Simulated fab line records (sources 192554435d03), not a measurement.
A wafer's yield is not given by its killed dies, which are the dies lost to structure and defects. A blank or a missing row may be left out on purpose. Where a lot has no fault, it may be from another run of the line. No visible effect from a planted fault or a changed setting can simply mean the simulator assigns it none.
A struck lot beside a sound one    flow n5_finfet    40 out of 1938 route steps
Sound: the wafers L740.1, L740.4, L740.6. Struck: wafer L751.2 (L751.1, L751.6, from the same lot, were not struck and are left out); the cause is given at the end.
Per side, at each step with rows, come the tool, then ch with its chambers, and then its first start. Under that, the readings that differ: sound wafers    struck wafers    difference of the means    sigmas: that difference in standard deviations of wafers without a fault.
alike: readings with means less than 2 such deviations apart, plus words and numbers identical on both sides. not compared: withheld readings, readings lacking a value on some wafer, bounds such as >300 that could conceal the same value, and numbers that have no deviation in the record and whose values overlap.
The two part at a step that has a row with sigmas, a row that says differs or no value, or rows on one side only. Non-overlapping numbers with no deviation appear without sigmas and do not part them. A reading missing from all wafers of one side parts the sides only when that side holds two or more wafers.

first, 4 steps without rows for these wafers: N5_BEOL_M1_SPUTTER_79 (material Cu, target thk 4.5 nm, time 8.29 s); N5_BEOL_M1_ANNEAL_80 (time 240 s); N5_BEOL_M1_SPUTTER_81 (material Cu, target thk 4.5 nm, time 8.29 s); N5_BEOL_M1_ANNEAL_82 (time 240 s).
N5_BEOL_M1_SPUTTER_86: material Cu, target thk 4.5 nm, time 8.29 s.
  sound on pvd_sputter-01, day 7 05:38; struck on pvd_sputter-01, day 9 14:56
  alike: substrate_temp_c, throttle_valve_pct
then, 4 steps without rows for these wafers: N5_BEOL_M1_ANNEAL_87 (time 240 s); N5_BEOL_M1_SPUTTER_88 (material Cu, target thk 4.5 nm, time 8.29 s); N5_BEOL_M1_ANNEAL_89 (time 240 s); N5_BEOL_M1_SPUTTER_90 (material Cu, target thk 4.5 nm, time 8.29 s).
N5_BEOL_M1_ANNEAL_91: time 240 s.
  sound on pvd_sputter-01, day 7 06:10; struck on pvd_sputter-01, day 9 15:27
  alike: heater_power_w
then, 2 steps without rows for these wafers: N5_BEOL_M1_SPUTTER_92 (material Cu, target thk 4.5 nm, time 8.29 s); N5_BEOL_M1_ANNEAL_93 (time 240 s).
N5_BEOL_M1_SPUTTER_94: material Cu, target thk 4.5 nm, time 8.29 s.
  sound on pvd_sputter-01, day 7 06:31; struck on pvd_sputter-01, day 9 15:49
  alike: substrate_temp_c, throttle_valve_pct
N5_BEOL_M1_ANNEAL_95: time 240 s.
  sound on pvd_sputter-01, day 7 06:36; struck on pvd_sputter-01, day 9 15:53
reading             sound        struck  difference  sigmas
heater_power_w (W)  952 736 665  967     +183        +2
then, 3 steps without rows for these wafers: N5_BEOL_M1_SPUTTER_96 (material Cu, target thk 4.5 nm, time 8.29 s); N5_BEOL_M1_ECD_50 (material Cu, target thk 300 nm); N5_BEOL_M1_ANNEAL_51 (time 90 s).
N5_BEOL_M1_CMP_52: polishes, stops on SiOC, t overpolish 6.8 s, target thk 40 nm.
  sound on cmp-01 ch 0,1,2, day 7 07:19; struck on cmp-03 ch 1, day 9 16:32
  alike: barrier_field_endpoint_s, clearing_platen_rpm, motor_current_A, overpolish_run_s, time_to_endpoint_s
then, 3 steps without rows for these wafers: N5_BEOL_M1_PRE_CLEAN_60 (time 15 s); N5_BEOL_M1_CO_CAP_55 (material Co, precursor CCTBA/H2, target thk 2 nm, time 102.1 s); N5_BEOL_M1_PRE_CLEAN_56 (time 15 s).
N5_BEOL_M1_DEP_57: deposits SiCN from 3MS/NH3, target thk 8 nm, time 14 s.
  sound on pecvd-03 ch 0,2, day 7 07:43; struck on pecvd-01 ch 1, day 9 17:02
reading                 sound          struck  difference  sigmas
throttle_valve_pct (%)  10.3 8.2 10.5  8.3     -1.4        -2
  alike: showerhead_plenum_p_Torr
N5_BEOL_M1_RS_MEAS_58: the measuring method here is four-point-probe.
  sound on film_metro-02, day 7 07:47; struck on film_metro-02, day 9 17:07
  alike: M1_RS
then, 1 step without rows for these wafers: N5_BEOL_M2_ILD_DEP_00 (deposits SiOC from DEMS/O2, target thk 79 nm, time 15.3 s).
N5_BEOL_M2_THK_MEAS_01:
  sound on film_metro-02, day 7 07:55; struck on film_metro-01, day 9 17:14
  alike: M2_ILD_THK
then, 11 steps without rows for these wafers: N5_BEOL_M2_PECVD_72 (deposits SiO2 from TEOS/O2, target thk 16 nm, time 18 s); N5_BEOL_M2_HM_DEP_02 (deposits TiN, target thk 20 nm); N5_BEOL_M2_COAT_61 (time 60 s, resist thk 60 nm); N5_BEOL_M2_COAT_62 (time 60 s, resist thk 12 nm); N5_BEOL_M2_COAT_73 (time 60 s, resist thk 5 nm); N5_BEOL_M2_COAT_05 (resist thk 30 nm); N5_BEOL_M2_EBR_07; N5_BEOL_M2_SOFTBAKE_06 (time 60 s); N5_BEOL_M2_EXPOSE_08 (exposes mask M2); N5_BEOL_M2_PEB_09 (peb time 60 s); N5_BEOL_M2_DEVELOP_10 (develop time 30 s).
N5_BEOL_M2_CD_MEAS_11: target cd 16.79 nm.
  sound on cd_sem-03 ch 0, day 7 10:32; struck on cd_sem-02 ch 0, day 9 18:27
  alike: cd_nm
N5_BEOL_M2_OVL_MEAS_12:
  sound on overlay-02 ch 0, day 7 10:34; struck on overlay-02 ch 0, day 9 18:29
reading      sound         struck  difference  sigmas
M2_OVL (nm)  0.2 -0.7 0.2  1.3     +1.4        +2
then, 1 step without rows for these wafers: N5_BEOL_M2_DESCUM_16 (chemistry O2, time 7 s).
-- the record jumps here: 7 days lie between the struck wafers' starts before and after (it left off in module BEOL_M2 and takes up again in module PASSIVATION, whose first step shown is number 1936 of the route) --
N5_PASSIVATION_PROBE_49:
  rows exist in the record for the struck wafers here (prober-02, day 17 00:20), but not for the sound ones

## WHERE THEY PART
First at N5_BEOL_M1_ANNEAL_95; last, within this record, at N5_PASSIVATION_PROBE_49.

WHY: the cause the simulator had injected
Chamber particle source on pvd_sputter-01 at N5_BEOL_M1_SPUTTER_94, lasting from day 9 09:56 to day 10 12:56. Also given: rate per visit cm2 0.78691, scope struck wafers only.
